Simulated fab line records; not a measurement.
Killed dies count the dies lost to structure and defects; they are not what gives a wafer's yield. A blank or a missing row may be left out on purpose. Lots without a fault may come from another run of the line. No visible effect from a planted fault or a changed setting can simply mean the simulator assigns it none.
Chamber matching | flow n5 finfet | N5_BEOL_M6_ETCH_65 on rie diel-01 has 4 sister chambers
The step etches SiARC in CF4, target depth 15.6 nm, time 26 s. 4 wafers are shown with their chamber, then 12 later ones without.

EACH WAFER AND ITS CHAMBER
wafer  | chamber | drypump motor current A (A)
L088.4 | 0       | 5.9
L089.1 | 3       | 5.6
L089.2 | 2       | 6.4
L089.3 | 1       | 5.8

WAFERS MISSING THEIR CHAMBER
wafer  | drypump motor current A (A)
L089.4 | 5.9
L089.5 | 5.8
L089.6 | 5.9
L090.4 | 5.8
L090.5 | 6.4
L090.6 | 5.9
L092.1 | 6.4
L092.2 | 5.6
L092.4 | 6.5
L093.1 | 5.8
L093.3 | 6.5
L093.4 | 5.8

THE CHAMBER EACH PASSED THROUGH
wafer  | from the rows above | in truth
L089.4 | 0                   | 0
L089.5 | 1                   | 1
L089.6 | 0                   | 0
L090.4 | 1                   | 1
L090.5 | 2                   | 2
L090.6 | 0                   | 0
L092.1 | 2                   | 2
L092.2 | 3                   | 3
L092.4 | 2                   | 2
L093.1 | 1                   | 1
L093.3 | 2                   | 2
L093.4 | 1                   | 1
Correct placement for 12 of the 12. Can't be placed from these rows: 0. Placed wrongly: 0.
How it was worked out, from the rows above alone: a wafer's distance from a chamber is the root of the sum, over the readings, of the square of ((its reading less the chamber's mean) divided by the reading's scatter). The wafer belongs to the nearest chamber; if the next one is less than 2 further off, it can't be placed. For every chamber, the mean is computed from those of its wafers that are shown. The scatter (one wafer shown for each chamber): square how far every hidden wafer sits from the nearest shown wafer, average those squares and take the square root.
